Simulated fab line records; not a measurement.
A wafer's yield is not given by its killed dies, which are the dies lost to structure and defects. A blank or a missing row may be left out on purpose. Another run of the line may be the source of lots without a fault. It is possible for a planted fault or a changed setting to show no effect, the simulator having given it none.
fab line records ; flow nandHarc
record lots=13; wafers=39; lastDay=24
route steps=1159 shown A_CONTACT@870 A_BONDPAD@1078 THIN_TSV@1133 END@1159
lots untouched by any fault: they come from a run of this same line in which no faults occurred
startH: start of the lot's first displayed wafer, in hours after the record's first day ; waitH: how many hours have passed since the lot's step before this one ; " the same as in the row above ; L1.1+2: a single row standing in for several wafers ; - no value, or no start given ; * or withheld: withheld ; < > ~ a bound
route shown NAME@n: a module of which the file shows steps, and the number in the route of the first ; usual: mean/standard deviation of fault-free wafers ; same: alike in all rows ; chamber/n: place in a boat ; sites: the reading at each site ; _std_site: their standard deviation ; _edge_site: mean of outer sites minus mean of inner sites ; radiusMm: how far each site lies from the wafer's centre ; mask NAME#n: copy n ; behind: tool/chamber where the wafer was last shaped ; hold: what put the lot on hold/how long, in hours/how the hold closed ; device: transistor that didn't switch, given as n, p or np ; end of line: the same wafers' tests at the end of the route ; a step given without rows: its recipe and nothing more ; killed: the dies lost at the first sort to structure and to defects; this is not the yield of the wafer ; map: dies across one wafer; x = killed, . = not, _ = none there
set.NAME: the setting that was run; set.NAME@STEP: the one run at that earlier step ; model.NAME: the simulator's own value behind a step, which no gauge read
steps of the route over a sample of lots; a table a step, a row a wafer
services: from which hour (startH, from the record's first day; less than 0 if before it) a tool's chamber was out of use, for how many hours, and why
## steps
# step NHARC_A_CONTACT_ETCH_119
# recipe sourceW=withheld; pressureMtorr=20; biasV=3000; timeS=94; targetDepthA=9220; arFlowSccm=withheld; c4f8FlowSccm=withheld; o2FlowSccm=withheld; chemistry=C4F8/O2/Ar
lot.wafer;tool;chamber;startH;waitH;rfHoursCounterH
L830.1;harCapEtch-01;1;377.59;0.1;54
L830.3;harCapEtch-01;1;377.59;0.1;-
L830.4;harCapEtch-01;0;377.59;0.1;-
L828.2;harCapEtch-03;1;382.49;0.1;82
L828.1;harCapEtch-03;0;382.49;0.1;82
L828.6;harCapEtch-03;1;382.49;0.1;-
L827.1;harCapEtch-01;1;384.42;0.1;57
L827.4;harCapEtch-01;0;384.42;0.1;-
L827.3;harCapEtch-01;1;384.42;0.1;-
L826.1;harCapEtch-03;0;388.33;0.1;83
L826.2;harCapEtch-03;1;388.33;0.1;83
L826.5;harCapEtch-03;1;388.33;0.1;-
L829.2;harCapEtch-01;0;388.82;0.1;58
L829.4;harCapEtch-01;1;388.82;0.1;-
L829.3;harCapEtch-01;0;388.82;0.1;-
L838.1;harCapEtch-01;0;453.27;0.1;71
L838.3;harCapEtch-01;1;453.27;0.1;-
L838.6;harCapEtch-01;0;453.27;0.1;-
L840.1;harCapEtch-01;1;463.14;0.1;73
L840.2;harCapEtch-01;0;463.14;0.1;73
L840.5;harCapEtch-01;1;463.14;0.1;-
L842.3;harCapEtch-02;0;464.40;0.1;-
L842.5;harCapEtch-02;1;464.40;0.1;-
L842.6;harCapEtch-02;0;464.40;0.1;-
L844.4;harCapEtch-02;0;470.96;0.1;-
L844.6;harCapEtch-02;0;470.96;0.1;-
L844.5;harCapEtch-02;1;470.96;0.1;-
L846.1;harCapEtch-02;0;480.34;0.1;29
L846.2;harCapEtch-02;1;480.34;0.1;29
L846.6;harCapEtch-02;1;480.34;0.1;-
L845.4;harCapEtch-03;1;480.90;0.1;-
L845.3;harCapEtch-03;0;480.90;0.1;-
L845.6;harCapEtch-03;1;480.90;0.1;-
L847.1;harCapEtch-03;0;500.44;0.1;106
L847.4;harCapEtch-03;1;500.44;0.1;-
L847.6;harCapEtch-03;0;500.44;0.1;-
L848.2;harCapEtch-02;0;504.67;0.1;33
L848.3;harCapEtch-02;1;504.67;0.1;-
L848.6;harCapEtch-02;1;504.67;0.1;-
# step NHARC_A_BONDPAD_CD_MEAS_13
# usual cdNm=498.6/1.9
lot.wafer;tool;chamber;startH;waitH;cdNm
L830.1;cdSem-01;-;412.69;-;499.8
L830.3;cdSem-01;-;412.69;-;500.2
L830.4;cdSem-01;-;412.69;-;499.4
L828.1;cdSem-02;-;421.07;-;498.1
L828.2;cdSem-02;-;421.07;-;497.5
L828.6;cdSem-02;-;421.07;-;494.8
L827.1;cdSem-03;-;424.64;-;499.4
L827.3;cdSem-03;-;424.64;-;497.2
L827.4;cdSem-03;-;424.64;-;496.0
L826.1;cdSem-02;-;432.58;-;499.4
L826.2;cdSem-02;-;432.58;-;497.0
L826.5;cdSem-02;-;432.58;-;497.2
L829.2;cdSem-03;-;432.74;-;496.0
L829.3;cdSem-03;-;432.74;-;497.4
L829.4;cdSem-03;-;432.74;-;498.8
L838.1;cdSem-01;-;498.00;-;500.7
L838.3;cdSem-01;-;498.00;-;501.2
L838.6;cdSem-01;-;498.00;-;500.9
L840.1;cdSem-02;-;504.85;-;495.2
L840.2;cdSem-02;-;504.85;-;499.0
L840.5;cdSem-02;-;504.85;-;498.7
L842.3;cdSem-02;-;507.87;-;499.0
L842.5;cdSem-02;-;507.87;-;497.3
L842.6;cdSem-02;-;507.87;-;498.2
L844.4;cdSem-03;-;514.16;-;501.4
L844.5;cdSem-03;-;514.16;-;500.9
L844.6;cdSem-03;-;514.16;-;499.9
L846.1;cdSem-02;-;520.25;-;497.9
L846.2;cdSem-02;-;520.25;-;497.3
L846.6;cdSem-02;-;520.25;-;500.9
L845.3;cdSem-03;-;520.77;-;499.6
L845.4;cdSem-03;-;520.77;-;499.4
L845.6;cdSem-03;-;520.77;-;499.7
L847.1;cdSem-01;-;536.52;-;500.1
L847.4;cdSem-01;-;536.52;-;500.5
L847.6;cdSem-01;-;536.52;-;498.2
L848.2;cdSem-03;-;539.21;-;497.0
L848.3;cdSem-03;-;539.21;-;497.7
L848.6;cdSem-03;-;539.21;-;497.9
# step NHARC_A_BONDPAD_PVD_17
# recipe targetThkA=50; biasV=168.6; powerW=15000; chamberPressurePa=0.12; timeS=8.06; substrateTempC=50; material=TaN
# usual throttleValvePct=29.9/1
lot.wafer;tool;chamber;startH;waitH;throttleValvePct
L830.1;pvdSputter-03;-;-;-;31.5
L830.4;pvdSputter-03;-;-;-;29.8
L830.3;pvdSputter-03;-;-;-;28.8
L828.1;pvdSputter-02;-;-;-;29.8
L828.2;pvdSputter-02;-;-;-;31.2
L828.6;pvdSputter-02;-;-;-;29.7
L827.4;pvdSputter-03;-;-;-;29.7
L827.3;pvdSputter-03;-;-;-;29.1
L827.1;pvdSputter-03;-;-;-;31.5
L826.1;pvdSputter-02;-;-;-;29.6
L826.2;pvdSputter-02;-;-;-;30.3
L826.5;pvdSputter-02;-;-;-;29.7
L829.2;pvdSputter-01;-;-;-;31.8
L829.4;pvdSputter-01;-;-;-;29.5
L829.3;pvdSputter-01;-;-;-;29.9
L838.3;pvdSputter-03;-;-;-;30.9
L838.1;pvdSputter-03;-;-;-;29.4
L838.6;pvdSputter-03;-;-;-;31.0
L840.2;pvdSputter-02;-;-;-;29.7
L840.1;pvdSputter-02;-;-;-;30.2
L840.5;pvdSputter-02;-;-;-;29.8
L842.3;pvdSputter-03;-;-;-;28.8
L842.5;pvdSputter-03;-;-;-;30.9
L842.6;pvdSputter-03;-;-;-;29.8
L844.4;pvdSputter-03;-;-;-;29.5
L844.6;pvdSputter-03;-;-;-;30.9
L844.5;pvdSputter-03;-;-;-;29.2
L846.2;pvdSputter-02;-;-;-;29.9
L846.1;pvdSputter-02;-;-;-;30.3
L846.6;pvdSputter-02;-;-;-;29.6
L845.3;pvdSputter-02;-;-;-;30.5
L845.4;pvdSputter-02;-;-;-;31.0
L845.6;pvdSputter-02;-;-;-;31.1
L847.4;pvdSputter-02;-;-;-;30.0
L847.1;pvdSputter-02;-;-;-;31.2
L847.6;pvdSputter-02;-;-;-;30.4
L848.2;pvdSputter-03;-;-;-;31.0
L848.3;pvdSputter-03;-;-;-;29.2
L848.6;pvdSputter-03;-;-;-;31.1
# step NHARC_THIN_TSV_CMP_21
# recipe tOverpolishS=30; targetThkNm=2000
# usual motorCurrentA=12.4/1.5; overpolishRunS=30.000/0.0084; retainingRingPressureFrac=1.000/0.0045
lot.wafer;tool;chamber;startH;waitH;motorCurrentA;overpolishRunS;retainingRingPressureFrac
L830.3;cmp-04;1;437.17;-;13.7;29.987;1.003
L830.1;cmp-04;2;437.17;-;9.7;29.985;1.000
L830.4;cmp-04;3;437.17;-;13.2;30.001;0.995
L828.1;cmp-02;1;443.43;-;13.7;30.010;1.002
L828.2;cmp-02;3;443.43;-;11.6;30.000;1.002
L828.6;cmp-02;2;443.43;-;11.9;29.994;0.991
L827.4;cmp-02;2;444.94;-;12.0;30.008;1.004
L827.1;cmp-02;3;444.94;-;11.7;30.004;0.998
L827.3;cmp-02;0;444.94;-;14.7;30.001;1.000
L826.2;cmp-04;0;453.23;-;10.3;30.009;1.002
L826.1;cmp-04;3;453.23;-;12.0;30.021;0.998
L826.5;cmp-04;0;453.23;-;10.1;30.005;0.996
L829.4;cmp-01;3;454.46;-;13.6;29.997;1.003
L829.3;cmp-01;1;454.46;-;12.7;30.001;1.000
L829.2;cmp-01;2;454.46;-;11.0;30.004;1.015
L840.2;cmp-01;1;520.62;-;12.9;29.993;1.000
L840.1;cmp-01;2;520.62;-;10.9;29.988;1.002
L840.5;cmp-01;1;520.62;-;13.7;30.013;1.000
L838.3;cmp-04;0;521.63;-;9.5;30.011;1.002
L838.1;cmp-04;1;521.63;-;13.1;30.006;0.999
L838.6;cmp-04;3;521.63;-;12.7;29.999;1.007
L844.4;cmp-04;3;530.90;-;12.3;30.008;1.002
L844.6;cmp-04;0;530.90;-;10.3;29.993;1.003
L844.5;cmp-04;1;530.90;-;14.0;30.017;1.005
L842.3;cmp-01;3;533.17;-;14.3;29.994;1.010
L842.5;cmp-01;3;533.17;-;13.3;29.999;1.003
L842.6;cmp-01;0;533.17;-;12.5;29.989;1.006
L846.2;cmp-01;3;539.58;-;13.5;29.992;0.996
L846.1;cmp-01;0;539.58;-;12.6;30.000;1.002
L846.6;cmp-01;2;539.58;-;10.8;29.998;1.007
L845.4;cmp-02;1;545.08;-;12.5;29.992;0.997
L845.3;cmp-02;2;545.08;-;11.9;30.003;1.004
L845.6;cmp-02;0;545.08;-;16.0;30.007;0.999
L848.3;cmp-02;1;556.89;-;13.5;30.011;0.995
L848.2;cmp-02;2;556.89;-;11.9;30.012;1.005
L848.6;cmp-02;2;556.89;-;11.9;30.003;1.009
L847.4;cmp-04;1;558.07;-;12.9;30.003;0.999
L847.1;cmp-04;3;558.07;-;12.4;29.995;0.996
L847.6;cmp-04;1;558.07;-;13.2;29.999;1.000
# step NHARC_END_SORT_01
# recipe tempC=25
# usual killedAtArray=27/9.3; killedAtOther=0.9/1.3; killedAtPeriphery=3.6/2.7; killedDies=31/9.7; killedOpen=3.3/1.8; killedShort=2.0/1.5
# same grossDies=677
lot.wafer;tool;chamber;startH;waitH;killedAtArray;killedAtOther;killedAtPeriphery;killedDies;killedOpen;killedShort
L838.1;prober-02;0;531.16;2.5;96;1;3;100;4;1
L838.3;prober-02;0;532.76;3.1;102;0;1;103;5;0
L838.6;prober-02;0;535.15;4.0;98;1;1;100;1;3
L840.1;prober-01;0;532.82;2.5;93;0;5;98;3;2
L840.2;prober-01;0;533.63;2.8;83;2;3;88;3;2
L840.5;prober-01;0;536.05;3.7;97;2;2;101;5;1
# killed by level:class
L838.1 A_CONTACT:unspecified=65 A_SLIT:chamberFilmFlake=12 A_CHANNEL_HOLE_D1:chamberFilmFlake=9 A_ZERO_WELL:chamberFilmFlake=2 A_CHANNEL_FILL_D1:chamberFilmFlake=2 A_CONTACT:chamberFilmFlake=2 P_M1:geometricParticle:open=1 P_M2:geometricParticle:open=1
L838.3 A_CONTACT:unspecified=75 A_SLIT:chamberFilmFlake=11 A_CHANNEL_HOLE_D1:chamberFilmFlake=5 A_BLC:chamberFilmFlake=5 A_CONTACT:geometricParticle:open=2 P_M2:geometricParticle:open=1 A_CHANNEL_HOLE_D1:geometricParticle:open=1 A_WL_FILL:geometricParticle:open=1
L840.1 A_CONTACT:unspecified=77 A_CONTACT:chamberFilmFlake=7 A_CHANNEL_HOLE_D1:chamberFilmFlake=3 A_ZERO_WELL:chamberFilmFlake=2 P_STI:geometricParticle:open=1 P_CONTACT:geometricParticle:open=1 A_ONON_D1:geometricParticle:short=1 A_WL_FILL:geometricParticle:short=1
L840.2 A_CONTACT:unspecified=67 A_CHANNEL_HOLE_D1:chamberFilmFlake=6 A_STAIRCASE:chamberFilmFlake=2 A_CONTACT:chamberFilmFlake=2 THIN_TSV:chamberFilmFlake=2 P_M2:geometricParticle:short=1 A_ONON_D1:geometricParticle:open=1 A_CHANNEL_FILL_D1:geometricParticle:open=1
L838.6 A_CONTACT:unspecified=69 A_SLIT:chamberFilmFlake=8 A_CONTACT:chamberFilmFlake=7 A_BLC:chamberFilmFlake=5 A_CHANNEL_HOLE_D1:chamberFilmFlake=3 A_CHANNEL_FILL_D1:geometricParticle:short=1 A_WL_FILL:geometricParticle:short=1 A_CONTACT:geometricParticle:short=1
L840.5 A_CONTACT:unspecified=79 A_CHANNEL_HOLE_D1:chamberFilmFlake=5 A_CONTACT:chamberFilmFlake=5 A_M0:geometricParticle:open=2 THIN_TSV:chamberFilmFlake=2 A_ONON_D1:geometricParticle:open=1 A_STAIRCASE:geometricParticle:short=1 A_STAIRCASE:geometricParticle:open=1
## services
tool;chamber;startH;hours;kind
cmp-01;-;358.01;1.5;repair
cmp-01;-;375.50;4.0;pm
pvdSputter-03;-;375.89;5.3;repair
cmp-02;-;377.28;4.7;repair
pvdSputter-02;-;395.93;0.7;repair
cmp-04;-;399.10;4.0;pm
cmp-02;-;401.94;0.3;repair
cmp-04;-;403.10;-;consumableReplace:conditioner
pvdSputter-02;-;409.39;10.0;pm
pvdSputter-03;-;415.55;3.1;repair
cmp-02;-;428.79;4.0;pm
cmp-01;-;447.06;0.9;repair
cmp-01;-;451.25;1.5;repair
pvdSputter-03;-;458.05;10.0;pm
cmp-01;-;473.50;4.0;pm
cmp-04;-;497.10;4.0;pm
harCapEtch-01;-;504.48;0.3;repair
pvdSputter-01;-;509.17;2.1;repair
pvdSputter-01;-;514.03;10.0;pm
cmp-02;-;515.97;0.9;repair
cmp-02;-;526.79;4.0;pm
pvdSputter-03;-;531.28;1.0;repair
pvdSputter-02;-;543.21;3.5;repair
harCapEtch-03;-;546.06;17.0;pm
## key
firstSign step=NHARC_END_SORT_01; reading=killedAtArray; direction=up; sigmas=7.3; usual=27; struck=95
effect step=NHARC_END_SORT_01; reading=killedDies; direction=up; sigmas=7; usual=31; struck=98
moreKillsBornAt NHARC_A_CONTACT_ETCH_119@harCapEtch-01=430
metAt NHARC_A_CONTACT_ETCH_119
struckLots L838,L840
testerLeftOut L838,L840
notActingAt NHARC_A_BONDPAD_CD_MEAS_13,NHARC_A_BONDPAD_PVD_17,NHARC_THIN_TSV_CMP_21
onsetBetween 388.82 453.27
fault kind=chamberParticleSource; tool=harCapEtch-01; chamber=-; onsetH=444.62; steps=NHARC_A_CONTACT_ETCH_119; ratePerVisitCm2=0.85925; endH=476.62
# testerLeftOut: of these lots the tester's yield and bins aren't shown, on N5 and GAA mostly nor the transistor test; their killed dies are dies lost to structure and defects alone, not to doping, threshold or leakage, so they don't give the yield
